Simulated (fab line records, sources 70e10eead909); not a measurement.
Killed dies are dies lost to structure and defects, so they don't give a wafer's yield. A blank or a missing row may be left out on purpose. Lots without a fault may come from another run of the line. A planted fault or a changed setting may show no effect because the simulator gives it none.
Which tool did it? | flow nand_harc | 12 lots, 36 wafers sampled, at 5 steps of a route of 1302

WHAT THE GAUGES READ, wafer by wafer
NHARC_END_SORT_01. Usual: killed_at_array 56, standard deviation 19; killed_at_other 1.0, standard deviation 1.5; killed_at_periphery 3.4, standard deviation 2.4; killed_dies 60, standard deviation 19; killed_open 3.3, standard deviation 1.8; killed_short 2.4, standard deviation 1.7.
lot  | measured     | on        | killed_at_array | killed_at_other | killed_at_periphery | killed_dies | killed_open | killed_short | flag
L883 | day 32 18:14 | prober-01 | 60 56 69        | 1 0 0           | 4 4 1               | 65 60 70    | 3 3 2       | 3 1 0        |

WHICH TOOL RAN EACH LOT (tool, then ch and the chambers of the sampled wafers, then the start)
lot  | NHARC_A_CHANNEL_HOLE_D1_ETCH_26  | NHARC_A_CHANNEL_HOLE_D1_XSEM_31 | NHARC_A_CHANNEL_FILL_D1_ALD_02   | NHARC_A_CHANNEL_FILL_D1_ALD_25
L864 | har_etch-01 ch 0,1, day 9 01:18  | xsem-02 ch 0, day 9 03:07       | ald_hk-03 ch 1,3, day 9 03:25    | ald_hk-01 ch 1,3, day 10 15:46
L865 | har_etch-01 ch 0,1, day 9 08:19  | xsem-02 ch 0, day 9 10:07       | ald_hk-03 ch 0,1,2, day 9 10:38  | ald_hk-04 ch 0,1, day 11 01:59
L867 | har_etch-01 ch 0,1, day 10 00:14 | xsem-01 ch 0, day 10 02:04      | ald_hk-03 ch 0,2,3, day 10 02:21 | ald_hk-04 ch 0,2,3, day 11 16:04
L868 | har_etch-01 ch 0,1, day 10 14:13 | xsem-02 ch 0, day 10 16:14      | ald_hk-04 ch 0,1, day 10 16:32   | ald_hk-01 ch 0,1,3, day 12 07:44
L869 | har_etch-02 ch 0,1, day 11 05:32 | xsem-02 ch 0, day 11 07:22      | ald_hk-03 ch 0,2,3, day 11 07:43 | ald_hk-03 ch 0,1,2, day 12 20:54
L870 | har_etch-01 ch 0,1, day 11 06:28 | xsem-01 ch 0, day 11 08:18      | ald_hk-01 ch 0,1,3, day 11 08:35 | ald_hk-01 ch 0,1,2, day 12 19:40
L871 | har_etch-02 ch 1, day 11 13:26   | xsem-02 ch 0, day 11 15:39      | ald_hk-03 ch 0,3, day 11 16:01   | ald_hk-03 ch 0,1, day 13 08:07
L872 | har_etch-01 ch 0,1, day 12 03:14 | xsem-01 ch 0, day 12 05:01      | ald_hk-04 ch 0,1,3, day 12 05:23 | ald_hk-04 ch 1,2,3, day 13 18:34
L874 | har_etch-02 ch 1, day 12 22:02   | xsem-02 ch 0, day 13 00:15      | ald_hk-04 ch 0,2,3, day 13 00:37 | ald_hk-04 ch 1,2,3, day 14 11:14
L875 | har_etch-02 ch 1, day 13 06:28   | xsem-02 ch 0, day 13 08:59      | ald_hk-01 ch 0,1,3, day 13 09:21 | ald_hk-03 ch 0,1,2, day 14 23:14
L876 | har_etch-02 ch 0,1, day 13 12:04 | xsem-01 ch 0, day 13 13:52      | ald_hk-04 ch 1,3, day 13 14:14   | ald_hk-04 ch 0,1,2, day 15 05:07
L883 | har_etch-02 ch 0,1, day 16 18:11 | xsem-02 ch 0, day 16 20:00      | ald_hk-04 ch 1,2, day 16 20:17   | ald_hk-01 ch 0,1,3, day 18 13:22
- NHARC_A_CHANNEL_HOLE_D1_ETCH_26: etches the open film in C4F8/O2/Ar, time 224.1 s, target depth 300 nm.
- NHARC_A_CHANNEL_HOLE_D1_XSEM_31
- NHARC_A_CHANNEL_FILL_D1_ALD_02: deposits SiO2, target thk 6 nm, pulse time 10 s, ald cycles 60.
- NHARC_A_CHANNEL_FILL_D1_ALD_25: deposits SiOx, target thk 60 nm, pulse time 10 s, ald cycles 600.

WHAT THE TOOLS THEMSELVES READ (means of the sampled wafers that have a number; where no wafer has one, the mark that the record gives instead)
NHARC_A_CHANNEL_HOLE_D1_ETCH_26. Usual: drypump_motor_current_A 5.85 A, standard deviation 0.27; o2_flow_sccm 113.6 sccm, standard deviation 0.31; showerhead_plenum_p_Torr 3.62 Torr, standard deviation 0.16; throttle_valve_pct 24.584 %, standard deviation 0.0089.
lot  | tool        | drypump_motor_current_A (A) | o2_flow_sccm (sccm) | showerhead_plenum_p_Torr (Torr) | throttle_valve_pct (%) | flag
L864 | har_etch-01 | 6.05                        | 113.7               | 3.64                            | 24.580                 |
L865 | har_etch-01 | 6.02                        | 113.6               | 3.64                            | 24.590                 |
L867 | har_etch-01 | 6.09                        | 113.8               | 3.70                            | 24.579                 |
L868 | har_etch-01 | 6.03                        | 113.4               | 3.63                            | 24.587                 |
L869 | har_etch-02 | 5.56                        | 113.5               | 3.47                            | 24.584                 |
L870 | har_etch-01 | 6.04                        | 113.7               | 3.63                            | 24.577                 |
L871 | har_etch-02 | 5.42                        | 113.2               | 3.50                            | 24.586                 |
L872 | har_etch-01 | 6.06                        | 113.8               | 3.68                            | 24.588                 |
L874 | har_etch-02 | 5.43                        | 113.6               | 3.48                            | 24.592                 |
L875 | har_etch-02 | 5.44                        | 113.3               | 3.48                            | 24.587                 |
L876 | har_etch-02 | 5.65                        | 113.6               | 3.82                            | 24.587                 |
L883 | har_etch-02 | 5.57                        | 113.6               | 3.62                            | 24.584                 |

NHARC_A_CHANNEL_HOLE_D1_XSEM_31. Usual: bot_cd_nm 74.7 nm, standard deviation 1.1; bow_nm 8.64 nm, standard deviation 0.27; tilt_deg 0.07 degrees, standard deviation 0.04.
lot  | tool    | bot_cd_nm (nm) | bow_nm (nm) | tilt_deg (degrees) | flag
L864 | xsem-02 | 75.4           | 8.56        | 0.09               |
L865 | xsem-02 | 72.9           | 8.51        | 0.09               |
L867 | xsem-01 | 73.2           | 8.58        | 0.01               |
L868 | xsem-02 | 74.5           | 8.83        | -0.02              |
L869 | xsem-02 | 74.5           | 8.37        | 0.05               |
L870 | xsem-01 | 74.6           | 8.48        | 0.04               |
L871 | xsem-02 | 75.5           | 8.76        | 0.09               |
L872 | xsem-01 | 74.9           | 8.79        | 0.13               |
L874 | xsem-02 | 75.3           | 8.68        | 0.09               |
L875 | xsem-02 | 74.1           | 8.92        | 0.04               |
L876 | xsem-01 | 76.5           | 8.29        | 0.03               |
L883 | xsem-02 | 74.5           | 8.56        | 0.05               |

NHARC_A_CHANNEL_FILL_D1_ALD_02. Usual: heater_power_w 470 W, standard deviation 50; precursor_pulse_height_rel 1.001, standard deviation 0.021.
lot  | tool      | heater_power_w (W) | precursor_pulse_height_rel | flag
L864 | ald_hk-03 | 529                | 0.985                      |
L865 | ald_hk-03 | 445                | 0.998                      |
L867 | ald_hk-03 | 480                | 0.992                      |
L868 | ald_hk-04 | 457                | 1.020                      |
L869 | ald_hk-03 | 476                | 1.021                      |
L870 | ald_hk-01 | 494                | 0.980                      |
L871 | ald_hk-03 | 427                | 0.999                      |
L872 | ald_hk-04 | 450                | 1.007                      |
L874 | ald_hk-04 | 454                | 1.035                      |
L875 | ald_hk-01 | 500                | 0.992                      |
L876 | ald_hk-04 | 460                | 1.012                      |
L883 | ald_hk-04 | 450                | 0.996                      |

NHARC_A_CHANNEL_FILL_D1_ALD_25. Usual: heater_power_w 471 W, standard deviation 52; precursor_pulse_height_rel 1.001, standard deviation 0.021.
lot  | tool      | heater_power_w (W) | precursor_pulse_height_rel | flag
L864 | ald_hk-01 | 538                | 0.994                      |
L865 | ald_hk-04 | 454                | 1.000                      |
L867 | ald_hk-04 | 466                | 0.986                      |
L868 | ald_hk-01 | 497                | 0.994                      |
L869 | ald_hk-03 | 436                | 0.993                      |
L870 | ald_hk-01 | 484                | 0.990                      |
L871 | ald_hk-03 | 410                | 0.987                      |
L872 | ald_hk-04 | 456                | 0.979                      |
L874 | ald_hk-04 | 461                | 0.991                      |
L875 | ald_hk-03 | 441                | 1.008                      |
L876 | ald_hk-04 | 446                | 1.023                      |
L883 | ald_hk-01 | 489                | 1.002                      |

THE ANSWER, worked out from the rows above alone
Rule: a lot is off if the mean of its wafers that have a number lies more than 3 standard deviations from the usual mean. A lot without any number at a reading at which 4 lots or more have one is off too. The other lots that the step has rows for count as sound. The gauges are gone through in route order, then the tools' own readings, and for those a lot's mean is taken as printed above. The first step at which some lot is off is used, and at that step the reading that is off furthest; a lot without a number counts as furthest.
No lot is off at any reading shown: from this, nothing can be told.

WHAT THE SIMULATOR HAD PUT IN
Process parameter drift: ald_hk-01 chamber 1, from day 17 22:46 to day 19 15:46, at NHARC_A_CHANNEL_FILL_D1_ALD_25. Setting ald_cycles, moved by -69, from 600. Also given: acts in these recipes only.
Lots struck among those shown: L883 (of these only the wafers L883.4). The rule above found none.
